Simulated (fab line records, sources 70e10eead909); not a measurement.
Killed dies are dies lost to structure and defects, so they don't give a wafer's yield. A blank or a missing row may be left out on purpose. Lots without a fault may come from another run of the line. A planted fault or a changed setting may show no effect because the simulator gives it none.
One fault seen from 2 desks | flow nand_harc | each desk has only its own numbers; what lay behind them comes last

THE METROLOGY DESK
What the gauges read, lot by lot, whatever tool the lot ran on: means of the sampled wafers that have a number. A lot is out of limits, marked OUT, if its mean lies more than 4 standard deviations from the usual mean; the brackets give that distance.
Columns: A = cd_nm at NHARC_THIN_TSV_CD_MEAS_12, usual 998.9 nm
lot  | first seen here | A
L905 | day 24 02:00    | 1000.6
L906 | day 24 22:58    | 996.9
L907 | day 25 09:09    | 999.0
L908 | day 25 17:02    | 1000.6
L909 | day 26 08:53    | 996.4
L910 | day 26 10:03    | 1000.8
L911 | day 26 20:41    | 1000.9
L919 | day 29 16:25    | 997.5
L920 | day 30 04:27    | 998.5
L918 | day 30 05:31    | 998.3
L922 | day 31 01:12    | 999.0
L926 | day 32 16:43    | 998.4
This desk's finding: nothing out of limits on any of the 12 lots.

THE TOOL OWNER'S DESK: acl_dep-01
The tool's own readings at NHARC_A_SLIT_DEP_00 (deposits aC, target thk 6200 nm): means of the sampled wafers that have a number, for each lot that ran on this tool. A lot is out of limits, marked OUT, if its mean lies more than 4 standard deviations from the usual mean; the brackets give that distance.
Columns: A = throttle_valve_pct at NHARC_A_SLIT_DEP_00, usual 35.002 %
lot  | first seen here | A
L905 | day 19 17:46    | 35.011
L908 | day 21 10:26    | 35.005
L910 | day 22 02:17    | 35.001
L911 | day 22 16:10    | 34.999
L916 | day 23 23:11    | 35.004
This desk's finding: nothing out of limits on any of the 5 lots.

PUT TOGETHER
The metrology desk saw nothing out of limits.
The tool owner's desk saw nothing out of limits.

WHAT THE SIMULATOR HAD PUT IN
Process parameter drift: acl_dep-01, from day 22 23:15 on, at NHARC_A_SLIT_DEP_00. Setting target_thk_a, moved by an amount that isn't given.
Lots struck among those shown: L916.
